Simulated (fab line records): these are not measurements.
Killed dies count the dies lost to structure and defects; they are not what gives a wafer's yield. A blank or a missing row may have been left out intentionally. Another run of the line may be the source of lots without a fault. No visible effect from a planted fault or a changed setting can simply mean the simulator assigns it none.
Split-lot study	flow n5Finfet	39 wafers read across 7 lots, on a route 1938 steps long

## SPLIT DETAILS
At N5_PASSIVATION_ETCH_54 (etches SiO2 in CHF3/O2, target depth 880 nm, time 440 s), the setting timeS was moved away from the recipe's 440 s on 9 of the 39 wafers read, by -53.7% to +21.2%. This setting was run at the recipe's value on the other wafers.

The reading is taken at the split's own step.

## THE READING
PASSIVATION.featureDepthNm (the simulator's own value, which no gauge read), in nm, at N5_PASSIVATION_ETCH_54 (etches SiO2 in CHF3/O2, target depth 880 nm, time 440 s). No usual value for it is given in the file. Average 879.3 nm, standard deviation 8.5 nm, over the 30 wafers here run with the recipe.

wafer	tool, chamber at the split	timeS as run, s	against the recipe	PASSIVATION.featureDepthNm, nm	against lot-mates on the recipe
L074.1	rieDiel-02, 0	440	recipe	878.4	-
L074.5	rieDiel-02, 3	440	recipe	880.4	-
L074.6	rieDiel-02, 2	440	recipe	883.8	-
L076.1	rieDiel-02, 2	440	recipe	870	-
L076.2	rieDiel-02, 0	440	recipe	878.6	-
L076.3	rieDiel-02, 3	440	recipe	872.2	-
L076.4	rieDiel-02, 2	440	recipe	875	-
L076.5	rieDiel-02, 0	440	recipe	876.8	-
L076.6	rieDiel-02, 3	440	recipe	867.2	-
L079.1	rieDiel-03, 3	440	recipe	893.2	-
L079.2	rieDiel-03, 0	440	recipe	894	-
L079.3	rieDiel-03, 2	360.4	-18.1%	717	-171.0
L079.4	rieDiel-03, 1	360.4	-18.1%	722.8	-165.2
L079.5	rieDiel-03, 2	360.4	-18.1%	717.4	-170.6
L079.6	rieDiel-03, 1	440	recipe	876.8	-
L081.1	rieDiel-01, 0	440	recipe	882.6	-
L081.2	rieDiel-01, 2	440	recipe	867.8	-
L081.3	rieDiel-01, 1	440	recipe	882.2	-
L081.4	rieDiel-01, 3	440	recipe	873.6	-
L081.5	rieDiel-01, 2	440	recipe	874	-
L081.6	rieDiel-01, 1	440	recipe	876.6	-
L089.1	rieDiel-02, 2	440	recipe	874.4	-
L089.2	rieDiel-02, 1	440	recipe	883.6	-
L089.3	rieDiel-02, 0	440	recipe	884	-
L089.4	rieDiel-02, 3	440	recipe	869.4	-
L089.5	rieDiel-02, 3	440	recipe	868	-
L089.6	rieDiel-02, 2	440	recipe	880.2	-
L090.1	rieDiel-03, 0	533.3	+21.2%	1070	+175.7
L090.2	rieDiel-03, 3	440	recipe	890	-
L090.3	rieDiel-03, 1	440	recipe	887.6	-
L090.4	rieDiel-03, 2	440	recipe	905.2	-
L090.5	rieDiel-03, 2	533.3	+21.2%	1097	+202.7
L090.6	rieDiel-03, 3	533.3	+21.2%	1076	+181.7
L092.1	rieDiel-03, 3	203.8	-53.7%	407.8	-469.7
L092.2	rieDiel-03, 2	203.8	-53.7%	415	-462.5
L092.3	rieDiel-03, 1	440	recipe	881	-
L092.4	rieDiel-03, 0	440	recipe	873.6	-
L092.5	rieDiel-03, 2	203.8	-53.7%	416	-461.5
L092.6	rieDiel-03, 1	440	recipe	878	-

FIT RESULTS
A straight line over all 39 wafers: PASSIVATION.featureDepthNm changes by +8.83 nm for each +1% of timeS; r = +1.00; the points scatter about the line by 9.5 nm.
The same after taking each lot's own level away (the mean of its wafers on the recipe; 39 wafers): +8.73 nm for each +1%; r = +1.00; scatter 7 nm.
According to that fit, moving timeS by its largest amount changes the reading by 4.7e+02 nm.
The span of the lots' own levels, 873.30 to 894.27 nm, comes to 2.5 times the standard deviation stated above.
Consequently the slope shifts little with the lot-to-lot level, the two slopes agreeing.
Check: -469 nm against its lot-mates is what the line predicts for one of the wafers moved furthest among these (-53.7%) when that wafer is left out of the fit. Against them it came out at -470 nm.

## THE WHOLE CHAIN: every reading that the file lists as answering this split, in the file's order
step	what it does	reading	change (the file's fit)	r (the file's)
N5_PASSIVATION_ETCH_54	etches SiO2 in CHF3/O2, target depth 880 nm, time 440 s	etch.depthNm (the simulator's own value, which no gauge read)	+8.74 nm for each +1% of the setting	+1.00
N5_PASSIVATION_ETCH_54	etches SiO2 in CHF3/O2, target depth 880 nm, time 440 s	PASSIVATION.featureDepthNm (the simulator's own value, which no gauge read)	+8.73 nm for each +1% of the setting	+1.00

## FILE'S OWN FIT
PASSIVATION.featureDepthNm changes by +8.73 nm for each +1% of timeS, r = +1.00.
